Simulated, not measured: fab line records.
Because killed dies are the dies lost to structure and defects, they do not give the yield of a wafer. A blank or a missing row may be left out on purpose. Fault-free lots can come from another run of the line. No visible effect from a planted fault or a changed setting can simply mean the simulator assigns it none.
Which of the tools did it? + flow n5-finfet + Sampling: 9 lots, 27 wafers, 6 of 1938 route steps

## WHAT THE GAUGES READ, wafer by wafer
N5_BEOL_M2_THK_MEAS_01. Usual: M2_ILD_THK typically reads 78.5 nm, with standard deviation 1.1.
| lot  | measured     | on            | M2_ILD_THK (nm) | flag |
|------|--------------|---------------|-----------------|------|
| L474 | day 6 09:09  | film-metro-02 | 78.2 77.6 79.4  |      |
| L475 | day 7 00:25  | film-metro-01 | 76.7 77.8 78.2  |      |
| L481 | day 8 05:11  | film-metro-02 | 77.5 77.8 77.9  |      |
| L483 | day 8 14:40  | film-metro-01 | 79.0 79.3 78.1  |      |
| L484 | day 8 20:35  | film-metro-01 | 76.9 80.3 79.4  |      |
| L488 | day 10 00:01 | film-metro-02 | 77.5 78.6 79.9  |      |
| L492 | day 10 19:49 | film-metro-01 | 79.4 79.9 80.3  |      |
| L493 | day 11 01:49 | film-metro-02 | 78.9 78.9 81.0  |      |
| L497 | day 12 02:40 | film-metro-02 | 78.5 77.7 79.6  |      |

N5_BEOL_M2_OVL_MEAS_12. Usual: M2_OVL typically reads 0.1 nm, with standard deviation 0.72.
| lot  | measured     | on         | M2_OVL (nm)    | flag |
|------|--------------|------------|----------------|------|
| L474 | day 6 09:42  | overlay-02 | 0.1 1.2 0.6    |      |
| L475 | day 7 01:13  | overlay-01 | -0.7 0.1 -0.2  |      |
| L481 | day 8 09:10  | overlay-01 | 1.7 0.9 0.4    |      |
| L483 | day 8 16:09  | overlay-02 | -1.0 -0.9 -0.6 |      |
| L484 | day 8 21:12  | overlay-01 | 0.0 -0.6 -0.8  |      |
| L488 | day 10 00:49 | overlay-02 | -2.0 -0.5 -0.3 |      |
| L492 | day 10 22:08 | overlay-02 | 7.9 7.8 6.6    | OFF  |
| L493 | day 11 02:20 | overlay-01 | 6.5 7.2 7.2    | OFF  |
| L497 | day 12 05:47 | overlay-01 | 0.7 0.6 0.3    |      |

N5_BEOL_M2_INSPECT_13: inspects for defects (brightfield). Usual: 404 for raw-defect-count, sd 75.
| lot  | measured     | on                | raw-defect-count | flag |
|------|--------------|-------------------|------------------|------|
| L474 | day 6 09:46  | defect-inspect-02 | 444 389 460      |      |
| L475 | day 7 01:16  | defect-inspect-02 | 354 299 428      |      |
| L481 | day 8 09:13  | defect-inspect-02 | 407 454 523      |      |
| L483 | day 8 16:13  | defect-inspect-01 | 348 379 394      |      |
| L484 | day 8 21:16  | defect-inspect-01 | 335 403 253      |      |
| L488 | day 10 00:52 | defect-inspect-02 | 373 343 291      |      |
| L492 | day 10 22:11 | defect-inspect-02 | 506 499 384      |      |
| L493 | day 11 02:24 | defect-inspect-01 | 416 559 438      |      |
| L497 | day 12 05:50 | defect-inspect-02 | 299 335 274      |      |

N5_BEOL_M4_RC_MEAS_101. Usual: DIBL_N 36.7 mV/V, standard deviation 2.4; DIBL_P 37.4 mV/V, standard deviation 2.9; IOFF_N 0.18 nA/um, standard deviation 0.05; IOFF_P 0.23 nA/um, standard deviation 0.058; ION_N 683 uA/um, standard deviation 16; ION_P 467 uA/um, standard deviation 11; SS_N 71.7 mV/dec, standard deviation 0.77; SS_P 73.5 mV/dec, standard deviation 0.87; VT_N 249 mV, standard deviation 4.3; VT_P -250 mV, standard deviation 4.4.
| lot  | measured     | on        | DIBL_N (mV/V)  | DIBL_P (mV/V)  | IOFF_N (nA/um) | IOFF_P (nA/um) | ION_N (uA/um) | ION_P (uA/um) | SS_N (mV/dec)  | SS_P (mV/dec)  | VT_N (mV)   | VT_P (mV)      | flag |
|------|--------------|-----------|----------------|----------------|----------------|----------------|---------------|---------------|----------------|----------------|-------------|----------------|------|
| L474 | day 7 13:15  | prober-01 | 38.7 35.2 33.1 | 41.7 37.8 33.2 | 0.22 0.16 0.11 | 0.29 0.22 0.14 | 691 671 657   | 467 461 456   | 72.6 71.3 71.1 | 75.5 73.5 72.6 | 244 251 254 | -248 -251 -257 |      |
| L475 | day 8 08:13  | prober-02 | 35.9 35.8 38.7 | 34.4 36.3 38.9 | 0.14 0.16 0.21 | 0.17 0.21 0.25 | 669 697 704   | 455 481 479   | 71.1 71.3 71.7 | 72.3 73.1 74.3 | 254 247 247 | -253 -251 -248 |      |
| L481 | day 9 10:56  | prober-02 | 32.5 34.6 34.8 | 34.2 35.3 36.9 | 0.14 0.14 0.16 | 0.19 0.19 0.23 | 686 671 694   | 485 463 486   | 69.9 71.3 70.7 | 72.6 73.1 73.0 | 249 252 247 | -249 -250 -247 |      |
| L483 | day 10 00:06 | prober-01 | 38.4 38.5 37.4 | 38.5 38.8 36.5 | 0.19 0.21 0.18 | 0.28 0.29 0.26 | 692 703 680   | 482 484 470   | 72.2 72.1 72.1 | 74.2 73.7 73.5 | 249 245 245 | -246 -246 -246 |      |
| L484 | day 10 08:22 | prober-01 | 41.1 33.5 36.9 | 42.0 33.5 37.0 | 0.25 0.11 0.16 | 0.24 0.13 0.17 | 699 681 680   | 458 466 450   | 73.2 70.7 72.0 | 74.5 72.6 73.5 | 246 253 250 | -251 -259 -256 |      |
| L488 | day 11 11:25 | prober-02 | 40.2 36.4 40.9 | 40.8 36.5 42.7 | 0.23 0.16 0.29 | 0.29 0.22 0.33 | 690 691 711   | 473 476 480   | 73.1 71.3 72.8 | 74.3 72.9 74.5 | 243 247 238 | -246 -249 -242 |      |
| L492 | day 12 02:56 | prober-01 | 33.5 38.5 38.0 | 32.2 38.8 37.9 | 0.11 0.20 0.20 | 0.16 0.25 0.25 | 670 689 702   | 464 472 474   | 71.7 72.1 72.0 | 72.3 74.1 74.1 | 256 247 247 | -255 -249 -248 |      |
| L493 | day 12 14:08 | prober-01 | 40.3 40.3 35.6 | 42.7 41.8 37.4 | 0.30 0.27 0.19 | 0.37 0.34 0.24 | 702 679 703   | 484 466 483   | 73.1 73.4 71.7 | 74.9 76.0 72.8 | 240 245 245 | -243 -246 -247 |      |
| L497 | day 13 12:54 | prober-02 | 36.6 37.9 37.5 | 38.0 38.7 39.5 | 0.18 0.18 0.22 | 0.20 0.21 0.24 | 698 673 697   | 473 456 466   | 71.7 71.9 72.2 | 73.0 73.6 73.6 | 247 249 243 | -252 -252 -249 |      |

## WHICH TOOL RAN EACH LOT (tool, then ch and the chambers of the sampled wafers, then the start)
| lot  | N5_BEOL_M2_EXPOSE_08              | N5_BEOL_M2_ETCH_74                 |
|------|-----------------------------------|------------------------------------|
| L474 | euv-scanner-01 ch 0, day 6 09:32  | rie-diel-04 ch 0,2,3, day 6 09:49  |
| L475 | euv-scanner-02 ch 0, day 7 01:03  | rie-diel-04 ch 0,1,2, day 7 01:37  |
| L481 | euv-scanner-01 ch 0, day 8 09:01  | rie-diel-03 ch 1,3, day 8 09:17    |
| L483 | euv-scanner-02 ch 0, day 8 15:59  | rie-diel-01 ch 0,1,2, day 8 16:16  |
| L484 | euv-scanner-02 ch 0, day 8 21:02  | rie-diel-03 ch 0,2, day 8 21:45    |
| L488 | euv-scanner-02 ch 0, day 10 00:39 | rie-diel-03 ch 1,2,3, day 10 01:01 |
| L492 | euv-scanner-02 ch 0, day 10 21:58 | rie-diel-01 ch 0,1,3, day 10 22:21 |
| L493 | euv-scanner-02 ch 0, day 11 02:11 | rie-diel-03 ch 1,2, day 11 02:51   |
| L497 | euv-scanner-01 ch 0, day 12 05:38 | rie-diel-01 ch 1,2,3, day 12 05:55 |
- N5_BEOL_M2_EXPOSE_08: exposes mask M2.
- N5_BEOL_M2_ETCH_74: etches underlayer in N2/H2, target depth 6.5 nm, time 5.2 s.

## AS READ BY THE TOOLS THEMSELVES (means over the sampled wafers that have a number; for cases with no such wafer, the mark the record gives instead)
N5_BEOL_M2_ETCH_74. Usual: drypump-motor-current-A 5.7 A, standard deviation 0.45; etch-rf-on-time-s 5.14 s, standard deviation 0.18; oes-product-au 0.67 a.u., standard deviation 0.076; rf-vpp-V 525 V, standard deviation 3.2; showerhead-plenum-p-Torr 2.59 Torr, standard deviation 0.11; throttle-valve-pct 17.9 %, standard deviation 0.31.
| lot  | tool        | drypump-motor-current-A (A) | etch-rf-on-time-s (s) | oes-product-au (a.u.) | rf-vpp-V (V) | showerhead-plenum-p-Torr (Torr) | throttle-valve-pct (%) | flag |
|------|-------------|-----------------------------|-----------------------|-----------------------|--------------|---------------------------------|------------------------|------|
| L474 | rie-diel-04 | 5.2                         | 5.00                  | 0.71                  | 526          | 2.61                            | 17.8                   |      |
| L475 | rie-diel-04 | 5.5                         | 5.08                  | 0.76                  | 527          | 2.62                            | 17.7                   |      |
| L481 | rie-diel-03 | 5.3                         | 5.04                  | 0.70                  | 527          | 2.66                            | 17.6                   |      |
| L483 | rie-diel-01 | 5.8                         | 5.12                  | 0.71                  | 525          | 2.58                            | 17.9                   |      |
| L484 | rie-diel-03 | 6.1                         | 5.14                  | 0.65                  | 522          | 2.50                            | 17.9                   |      |
| L488 | rie-diel-03 | 5.6                         | 5.00                  | 0.67                  | 525          | 2.56                            | 17.8                   |      |
| L492 | rie-diel-01 | 6.0                         | 5.14                  | 0.63                  | 524          | 2.56                            | 18.0                   |      |
| L493 | rie-diel-03 | 5.5                         | 4.95                  | 0.70                  | 527          | 2.58                            | 17.5                   |      |
| L497 | rie-diel-01 | 5.5                         | 5.14                  | 0.65                  | 524          | 2.59                            | 18.1                   |      |

## THE ANSWER, worked out from the rows above alone
Rule: take the mean of a lot's wafers that have a number; if it is more than 3 standard deviations from the usual mean, the lot is off. A lot without any number at a reading at which 4 lots or more have one is off too. Where the step has rows for the other lots, those lots are counted as sound. First the gauges in route order, then the tools' own readings, where a lot's mean is used as printed above. At the first step where some lot is off, the reading lying furthest off is the one used; lots without a number count as furthest.
Off: L492, L493, seen at N5_BEOL_M2_OVL_MEAS_12 (M2_OVL).
If a tool, at a process step before that reading, ran all the lots that are off and no sound lot after the first of them, it fits. Those tools and the gauges at N5_BEOL_M2_OVL_MEAS_12 are tried in the same way. One fits: euv-scanner-02 at N5_BEOL_M2_EXPOSE_08. A fault onset in the window from L488 (day 10 00:39, its last sound lot) to L492 (day 10 21:58, its first lot off) fits.

## WHAT WAS PUT IN BY THE SIMULATOR
Scanner matching overlay: euv-scanner-02, from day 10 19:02 on, at N5_BEOL_M2_EXPOSE_08. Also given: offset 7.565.
Struck lots among those shown: L492, L493. The same result came from the rule above.
